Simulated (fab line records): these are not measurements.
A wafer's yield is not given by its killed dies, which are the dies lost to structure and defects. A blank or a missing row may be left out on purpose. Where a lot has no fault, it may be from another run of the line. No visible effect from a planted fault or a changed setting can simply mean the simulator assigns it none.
One fault seen from 2 desks -- flow n5 finfet -- numbers are kept per desk, each desk with only its own; the story behind them comes last

## FOR THE TOOL OWNER'S DESK: rie diel-02
The tool's own readings at N5_SD_EPI_P_ETCH_37 (etches SOC in N2/H2, overetch 108 nm, time 486 s): means of the sampled wafers that have a number, for each lot that ran on this tool. If a lot's mean is further than 4 standard deviations from the usual mean, the lot is out of limits and carries the mark OUT (the distance appears in the brackets).
Columns: A = drypump motor current A at N5_SD_EPI_P_ETCH_37, usual 5.6 A; B = oes product au at N5_SD_EPI_P_ETCH_37, usual 0.70 a.u.; C = rf fwd power W at N5_SD_EPI_P_ETCH_37, usual 2994 W; D = rf vpp V at N5_SD_EPI_P_ETCH_37, usual 240.9 V; E = showerhead plenum p Torr at N5_SD_EPI_P_ETCH_37, usual 2.57 Torr; F = throttle valve pct at N5_SD_EPI_P_ETCH_37, usual 23.87 %
lot,first seen here,A,B,C,D,E,F
L589,day 3 08:08,5.7,0.75,2993,239.9,2.53,23.92
L594,day 4 12:05,5.3,0.72,2991,241.8,2.55,23.70
L595,day 4 18:59,5.1,0.71,2999,241.3,2.51,23.37
L596,day 5 00:25,5.7,0.70,3002,237.8,2.36,23.79
L605,day 7 07:14,5.7,0.71,2751 (-28) OUT,248.4 (+4.4) OUT,2.52,23.96
This desk's verdict: out of limits on L605, starting with L605 at day 7 07:14 (rf fwd power W at N5_SD_EPI_P_ETCH_37). Within limits: L589, L594, L595, L596.

## AT THE METROLOGY DESK
Means of the sampled wafers that have a number, per lot and without regard to the tool the lot ran on: this is what the gauges read. If a lot's mean is further than 4 standard deviations from the usual mean, the lot is out of limits and carries the mark OUT (the distance appears in the brackets). Shown here are 7 of its 10 readings, the ones lying furthest out on some lot.
Columns: A = DIBL_N at N5_BEOL_M4_RC_MEAS_101, usual 35.9 mV/V; B = IOFF_P at N5_BEOL_M4_RC_MEAS_101, usual 0.21 nA/um; C = ION_P at N5_BEOL_M4_RC_MEAS_101, usual 462 uA/um; D = SS_N at N5_BEOL_M4_RC_MEAS_101, usual 71.5 mV/dec; E = SS_P at N5_BEOL_M4_RC_MEAS_101, usual 73.2 mV/dec; F = VT_N at N5_BEOL_M4_RC_MEAS_101, usual 250 mV; G = VT_P at N5_BEOL_M4_RC_MEAS_101, usual -250 mV
lot,first seen here,A,B,C,D,E,F,G
L589,day 7 22:57,36.7,0.20,458,71.3,73.2,252,-251
L596,day 9 11:01,35.1,0.20,459,70.7,72.8,249,-251
L594,day 9 11:07,33.1,0.17,455,71.4,72.8,253,-254
L595,day 9 12:15,36.9,0.22,464,72.0,73.7,248,-250
L605,day 12 00:47,35.2,0.20,460,70.9,73.1,253,-250
L609,day 13 07:49,36.2,0.24,471,71.1,73.2,246,-247
L611,day 13 22:01,37.3,0.23,467,71.9,74.2,249,-248
L612,day 14 01:53,36.1,0.22,474,71.1,72.7,251,-248
This desk's verdict: no lot among the 8 shows anything out of limits.

## TAKEN TOGETHER
An alarm could have come from the tool owner's desk at day 7 07:14, on L605.
The metrology desk saw nothing out of limits.
The metrology desk holds a record of L605, inside its limits.
The lots listed all ran N5_SD_EPI_P_ETCH_37 on rie diel-02.

## WHAT THE SIMULATOR PUT IN
rie diel-02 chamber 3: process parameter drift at N5_SD_EPI_P_ETCH_37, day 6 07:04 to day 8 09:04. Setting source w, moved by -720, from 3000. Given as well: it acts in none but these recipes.
Shown lots that were struck: L605.
Time in hours from fault onset to the first out-of-limits reading at each desk: the tool owner's desk, 24.
